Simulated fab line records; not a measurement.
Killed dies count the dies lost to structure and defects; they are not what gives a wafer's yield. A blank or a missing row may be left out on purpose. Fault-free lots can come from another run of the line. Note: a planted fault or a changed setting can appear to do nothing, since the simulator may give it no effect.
Split-lot experiment | flow n5 finfet | on a route of 1938 steps: 7 lots, 21 wafers read

SPLIT DETAILS
At N5_BEOL_M1_EXPOSE_25 (exposes mask V0, defocus 5 nm, target cd 24 nm), the setting dose mj was moved away from the recipe's 63 on 8 of the 21 wafers read, by -4.7% to +5.5%. This setting was run at the recipe's value on the other wafers.

FROM THE SPLIT TO THE READING: what the file shows between them, 2 steps
- N5_BEOL_M1_PEB_26: peb time 60 s
- N5_BEOL_M1_DEVELOP_27: develop time 30 s

THE READING
cd nm, in nm, at N5_BEOL_M1_CD_MEAS_28 (target cd y 23.3 nm). Typical for fault-free wafers on this fab line: 24.01 nm, with standard deviation 0.22 nm.

wafer  | tool, chamber at the split | dose mj as run | against the recipe | cd nm, nm | against lot-mates on the recipe
L079.1 | euv scanner-02, 0          | 63             | recipe             | 24.08     | -
L079.2 | euv scanner-02, 0          | 60.12          | -4.6%              | 23.25     | -0.75
L079.6 | euv scanner-02, 0          | 63             | recipe             | 23.92     | -
L081.3 | euv scanner-02, 0          | 63             | recipe             | 23.89     | -
L081.5 | euv scanner-02, 0          | 63             | recipe             | 24.14     | -
L081.6 | euv scanner-02, 0          | 60.65          | -3.7%              | 23.35     | -0.66
L082.1 | euv scanner-01, 0          | 63             | recipe             | 23.68     | -
L082.2 | euv scanner-01, 0          | 63             | recipe             | 24.43     | -
L082.3 | euv scanner-01, 0          | 63             | recipe             | 24.09     | -
L086.3 | euv scanner-01, 0          | 63             | recipe             | 23.87     | -
L086.5 | euv scanner-01, 0          | 63             | recipe             | 23.64     | -
L086.6 | euv scanner-01, 0          | 63             | recipe             | 23.97     | -
L088.1 | euv scanner-01, 0          | 66.42          | +5.4%              | 25.00     | no lot-mate on the recipe
L088.2 | euv scanner-01, 0          | 66.42          | +5.4%              | 24.88     | no lot-mate on the recipe
L088.4 | euv scanner-01, 0          | 66.42          | +5.4%              | 24.70     | no lot-mate on the recipe
L093.3 | euv scanner-02, 0          | 66.44          | +5.5%              | 24.50     | +0.57
L093.4 | euv scanner-02, 0          | 63             | recipe             | 23.93     | -
L093.5 | euv scanner-02, 0          | 66.44          | +5.5%              | 24.96     | +1.03
L095.1 | euv scanner-02, 0          | 60.07          | -4.7%              | 22.92     | -1.14
L095.2 | euv scanner-02, 0          | 63             | recipe             | 24.18     | -
L095.4 | euv scanner-02, 0          | 63             | recipe             | 23.95     | -

FIT RESULTS
A straight line over all 21 wafers: cd nm changes by +0.164 nm for each +1% of dose mj; r = +0.93; the points scatter about the line by 0.2 nm.
The same after taking each lot's own level away (the mean of its wafers on the recipe; 18 wafers): +0.171 nm for each +1%; r = +0.92; scatter 0.2 nm.
Per that fit: largest dose mj move, reading shift of 0.94 nm.
From 23.827 to 24.067 nm: that is the span of the lots' own levels, equal to 1.1 times the standard deviation above.
So the lot-to-lot level changes the slope little: the two slopes agree.
Check: with one of the wafers moved furthest among these (+5.5%) left out of the fit, the line predicts +1.06 nm for it against its lot-mates. Against them it came out at +0.57 nm.

THE WHOLE CHAIN: every reading that the file lists as answering this split, in the file's order
step                   | what it does                                                       | reading                                                        | change (the file's fit)               | r (the file's)
N5_BEOL_M1_CD_MEAS_28  | target cd y 23.3 nm                                                | cd nm                                                          | +0.181 nm for each +1% of the setting | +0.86
N5_BEOL_M1_VIA_ETCH_34 | etches the open film in C4F6/O2, target depth 67.8 nm, time 64.4 s | BEOL_M1.cd nm (the simulator's own value, which no gauge read) | +0.213 nm for each +1% of the setting | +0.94

THE FILE'S OWN FIT
cd nm changes by +0.181 nm for each +1% of dose mj, r = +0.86.
